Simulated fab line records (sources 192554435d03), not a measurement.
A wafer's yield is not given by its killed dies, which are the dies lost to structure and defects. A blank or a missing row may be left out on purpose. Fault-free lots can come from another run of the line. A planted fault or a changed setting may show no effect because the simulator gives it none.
Struck lot and sound lot, side by side | flow n5_finfet | 42 out of 1938 route steps
Sound: the wafers L147.3, L147.4, L147.6. Wafers L156.4, L156.5, L156.6 were the ones struck. The cause comes at the end.
Order at every step that has rows: each side's tool, ch and its chambers, its first start. Under that, the readings that differ: sound wafers | struck wafers | difference of the means | sigmas: that difference in standard deviations of wafers without a fault.
alike: words and numbers the same on both sides, and readings whose means are apart by under 2 such deviations; not compared: readings that were withheld, readings missing a value for some wafer, numbers with overlapping values and no deviation given by the record, and bounds like >300 which may hide the same value.
A row with sigmas, a row that says differs or no value, or rows on one side alone: a step with any of these is where the two part. Numbers that have no deviation but don't overlap get no sigmas and don't part them. A reading that every wafer of one side lacks parts them only if that side has two wafers or more.

first, 7 steps without rows for these wafers: N5_SD_EPI_P_STRIP_38 (strips in N2/H2); N5_SD_EPI_P_ETCHBACK_46 (etches SiNx in CH3F/O2, stops on SiO2, target depth 17.5 nm); N5_SD_EPI_P_ETCH_47 (etches SiOCN in CH3F/O2, target depth 25 nm); N5_SD_EPI_P_ETCH_16 (etches SiO2 in CHF3/O2, target depth 5 nm); N5_SD_EPI_P_STRIP_50 (strips in CHF3/O2); N5_SD_EPI_P_SD_RECESS_17 (chemistry HBr/Cl2/O2, target depth 39.1 nm, bt time 3 s); N5_SD_EPI_P_WET_ETCH_45 (etches SiO2 in dHF, time 10.7 s, target depth 2 nm, rinse time 30 s).
N5_SD_EPI_P_STRIP_40: strips in N2/H2.
  sound on plasma_asher-01 ch 0,1, day 3 18:37; struck on plasma_asher-01 ch 0,1, day 6 01:07
  alike: drypump_motor_current_A, heater_power_w, oes_product_au
  not compared: rf_hours_counter_h
then, 4 steps without rows for these wafers: N5_SD_EPI_P_PRECLEAN_52 (cleans in O3/DIW, time 60 s); N5_SD_EPI_P_SRD_20 (time 30 s); N5_SD_EPI_P_PRECLEAN_51 (cleans in NF3:NH3, afs cycles 1, time 20 s, sublimation time 60 s); N5_SD_EPI_P_VAPOR_ETCH_44 (etches SiGe30 in NF3/Ar, time 3.3 s).
N5_SD_EPI_P_EPI_21: deposits SiGe:B, time 355 s.
  sound on epi_rpcvd-03 ch 0, day 3 20:12; struck on epi_rpcvd-03 ch 0, day 6 02:42
  reading                                     | sound                | struck               | difference | sigmas
  susceptor_temp_C (C)                        | 550.10 550.06 549.52 | 552.85 553.09 553.12 | +3.13      | +13
  susceptor_temp_C_max                        | 551.23 551.14 550.48 | 554.00 554.07 554.17 | +3.13      | +10
  model.SiGe-B_of_SD_EPI_P_EPI_21.thk_nm (nm) | 59.6 60.6 61         | 64.8 65.6 65.4       | +4.9       |
  alike: lamp_inner_pct
N5_SD_EPI_P_EPI_MEAS_23:
  sound: film_metro-02 at day 3 22:09; struck: film_metro-02 at day 6 03:49
  reading     | sound          | struck         | difference | sigmas
  thk_nm (nm) | 57.9 61.5 61.0 | 63.5 63.5 65.0 | +3.9       | +3
then, 6 steps without rows for these wafers: N5_SD_EPI_P_HM_STRIP_48 (strips SiNx in H3PO4, material SiNx, target depth 3 nm); N5_SD_EPI_P_SRD_49 (time 30 s); N5_SD_EPI_P_PRECLEAN_24 (cleans in O3/DIW, time 45 s); N5_SD_EPI_P_PRECLEAN_32 (cleans in dHF, time 10 s); N5_SD_EPI_P_PRECLEAN_33 (cleans in SC2, time 45 s); N5_SD_EPI_P_SRD_25 (time 30 s).
N5_SD_EPI_P_INSPECT_26: inspects for defects (darkfield).
  sound: defect_inspect-02 at day 3 22:20; struck: defect_inspect-01 at day 6 03:59
  alike: raw_defect_count
N5_SD_ACTIVATION_RTA_00: time 0 s.
  sound on rtp_anneal-02 ch 0, day 3 22:28; struck on rtp_anneal-02 ch 0, day 6 04:07
  alike: lamp_power_pct, wafer_temp_C_max
N5_SD_ACTIVATION_LSA_01: time 0.0008 s.
  sound on laser_anneal-01 ch 0, day 3 22:41; struck on laser_anneal-01 ch 0, day 6 04:19
  alike: wafer_temp_C_max
N5_SD_ACTIVATION_INSPECT_02: inspects for defects (darkfield).
  sound: defect_inspect-01 at day 3 23:09; struck: defect_inspect-01 at day 6 04:45
  alike: raw_defect_count
N5_ILD0_LINER_00: material SiNx, target thk 4 nm, pulse time 1 s, purge time 2 s.
  sound on ald_sin-01 ch 1,2, day 3 23:18; struck on ald_sin-01 ch 0,1, day 6 04:47
  alike: heater_power_w, precursor_pulse_height_rel
then, 2 steps without rows for these wafers: N5_ILD0_FCVD_FILL_01 (material SiO2 flowable, target thk 200 nm, time 328.3 s); N5_ILD0_CURE_02 (time 1800 s).
N5_ILD0_CMP_03: polishes, stops on SiNx, t overpolish 1.9 s, target thk 197.38 nm.
  sound on cmp-02 ch 2,3, day 4 01:40; struck on cmp-02 ch 2,3, day 6 07:11
  alike: motor_current_A, overpolish_run_s, platen_rpm, time_to_endpoint_s
N5_ILD0_THK_MEAS_04:
  sound: film_metro-01 at day 4 01:58; struck: film_metro-02 at day 6 07:26
  alike: thk_nm
then, 1 step without rows for these wafers: N5_ILD0_CMP_07 (polishes SiO2 flowable, stops on poly-Si, t overpolish 1.18 s, target thk 138.88 nm).
N5_ILD0_THK_MEAS_08:
  sound: film_metro-01 at day 4 02:17; struck: film_metro-02 at day 6 07:46
  alike: thk_nm
then, 3 steps without rows for these wafers: N5_ILD0_PRECLEAN_10 (cleans in NF3:NH3, afs cycles 5, time 20 s, sublimation time 60 s); N5_ILD0_ALD_15 (deposits SiNx, target thk 24 nm, pulse time 1 s, ald cycles 480); N5_ILD0_CMP_12 (polishes SiNx, stops on poly-Si, t overpolish 6 s, target thk 17.67 nm).
N5_ILD0_THK_MEAS_13:
  sound: film_metro-01 at day 4 05:43; struck: film_metro-01 at day 6 11:01
  alike: thk_nm
N5_ILD0_INSPECT_06: inspects for defects (darkfield).
  sound: defect_inspect-01 at day 4 05:44; struck: defect_inspect-01 at day 6 11:02
  alike: raw_defect_count
then, 4 steps without rows for these wafers: N5_SDB_HM_DEP_00 (deposits SiNx from SiH4/NH3/N2, target thk 40 nm, time 35.3 s); N5_SDB_COAT_03 (time 60 s, resist thk 100 nm); N5_SDB_COAT_04 (time 60 s, resist thk 18 nm); N5_SDB_COAT_05 (resist thk 90 nm).
N5_MOL_CONTACT_COAG_ETCH_110: etches Si in CF4/O2, target depth 2.5 nm, time 8 s.
  sound on rie_diel-03 ch 0,3, day 5 05:07; struck on rie_diel-06 ch 0,2,3, day 7 09:55
  reading                                     | sound          | struck         | difference | sigmas
  oes_product_au (a.u.)                       | 0.90 0.80 0.90 | 0.75 0.75 0.70 | -0.13      | -2
  model.SiGe-B_of_SD_EPI_P_EPI_21.thk_nm (nm) | 56.8 57.6 58   | 61.6 62.4 62.2 | +4.6       |
  alike: chamber_pressure_mTorr, drypump_motor_current_A, rf_vpp_V, showerhead_plenum_p_Torr, throttle_valve_pct
  not compared: rf_hours_counter_h
after that, 1 step had no rows for these wafers: N5_PASSIVATION_PROBE_49.

== WHERE THEY PART ==
At N5_SD_EPI_P_EPI_21 first; at N5_MOL_CONTACT_COAG_ETCH_110 last (within this record only).

WHY: the cause the simulator had injected
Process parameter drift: epi_rpcvd-03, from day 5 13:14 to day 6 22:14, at N5_SD_EPI_P_EPI_21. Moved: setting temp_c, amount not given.
